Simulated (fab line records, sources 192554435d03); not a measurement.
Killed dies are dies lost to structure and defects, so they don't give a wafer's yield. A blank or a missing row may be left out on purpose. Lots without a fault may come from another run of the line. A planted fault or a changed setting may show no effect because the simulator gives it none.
Split-lot experiment | flow n5_finfet | 7 lots, 21 wafers read, on a route of 1938 steps

THE SPLIT
At N5_WELL_APT_EXPOSE_05 (exposes mask NWELL, defocus 0 nm, target cd 200 nm), the setting dose_mj was moved away from the recipe's 20.3 on 6 of the 21 wafers read, by -5.8% to +2.2%. The other wafers ran this setting at the recipe's value.

FROM THE SPLIT TO THE READING: what the file shows between them, 3 steps
- N5_WELL_APT_PEB_06: peb time 90 s
- N5_WELL_APT_DEVELOP_07: develop time 45 s
- N5_WELL_APT_HARDBAKE_12: time 120 s

THE READING
cd_nm, in nm, at N5_WELL_APT_CD_MEAS_08 (target cd 200 nm). Fault-free wafers of this fab line usually give 199.6 nm, standard deviation 1.2 nm.

wafer  | tool, chamber at the split | dose_mj as run | against the recipe | cd_nm, nm | against lot-mates on the recipe
L078.4 | krf_scanner-01, 0          | 20.3           | recipe             | 200.3     | -
L078.5 | krf_scanner-01, 0          | 20.3           | recipe             | 199.2     | -
L078.6 | krf_scanner-01, 0          | 20.3           | recipe             | 200.2     | -
L082.1 | krf_scanner-01, 0          | 19.9           | -2.0%              | 198.5     | -2.9
L082.3 | krf_scanner-01, 0          | 20.3           | recipe             | 201.4     | -
L082.4 | krf_scanner-01, 0          | 20.3           | recipe             | 201.5     | -
L083.1 | krf_scanner-01, 0          | 19.25          | -5.2%              | 189.8     | -8.5
L083.4 | krf_scanner-01, 0          | 20.3           | recipe             | 198.3     | -
L083.5 | krf_scanner-01, 0          | 19.25          | -5.2%              | 189.6     | -8.7
L086.2 | krf_scanner-01, 0          | 20.3           | recipe             | 198.7     | -
L086.5 | krf_scanner-01, 0          | 20.3           | recipe             | 197.7     | -
L086.6 | krf_scanner-01, 0          | 20.3           | recipe             | 199.6     | -
L091.4 | krf_scanner-02, 0          | 20.74          | +2.2%              | 202.6     | +2.3
L091.5 | krf_scanner-02, 0          | 20.3           | recipe             | 199.9     | -
L091.6 | krf_scanner-02, 0          | 20.3           | recipe             | 200.7     | -
L095.2 | krf_scanner-02, 0          | 20.3           | recipe             | 198.7     | -
L095.3 | krf_scanner-02, 0          | 19.12          | -5.8%              | 189.2     | -10.0
L095.6 | krf_scanner-02, 0          | 20.3           | recipe             | 199.7     | -
L097.1 | krf_scanner-02, 0          | 20.74          | +2.2%              | 202.6     | +3.4
L097.2 | krf_scanner-02, 0          | 20.3           | recipe             | 199.1     | -
L097.6 | krf_scanner-02, 0          | 20.3           | recipe             | 199.3     | -

THE FIT
A straight line over all 21 wafers: cd_nm changes by +1.77 nm for each +1% of dose_mj; r = +0.96; the points scatter about the line by 1.1 nm.
The same after taking each lot's own level away (the mean of its wafers on the recipe; 21 wafers): +1.63 nm for each +1%; r = +0.99; scatter 0.52 nm.
On that fit, the largest move of dose_mj shifts the reading by 9.5 nm.
The lots' own levels span 198.30 to 201.45 nm, that is 2.6 times the standard deviation above.
So the lot-to-lot level changes the slope little: the two slopes agree.
Check: with one of the wafers moved furthest among these (-5.8%) left out of the fit, the line predicts -9.35 nm for it against its lot-mates. It came out at -10 nm against them.

THE WHOLE CHAIN: every reading that the file lists as answering this split, in the file's order
step                   | what it does             | reading                                                         | change (the file's fit)              | r (the file's)
N5_WELL_APT_CD_MEAS_08 | target cd 200 nm         | cd_nm                                                           | +1.63 nm for each +1% of the setting | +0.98
N5_WELL_APT_DESCUM_13  | chemistry O2, time 7.9 s | WELL_APT.cd_nm (the simulator's own value, which no gauge read) | +1.63 nm for each +1% of the setting | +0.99

THE FILE'S OWN FIT
cd_nm changes by +1.63 nm for each +1% of dose_mj, r = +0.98.
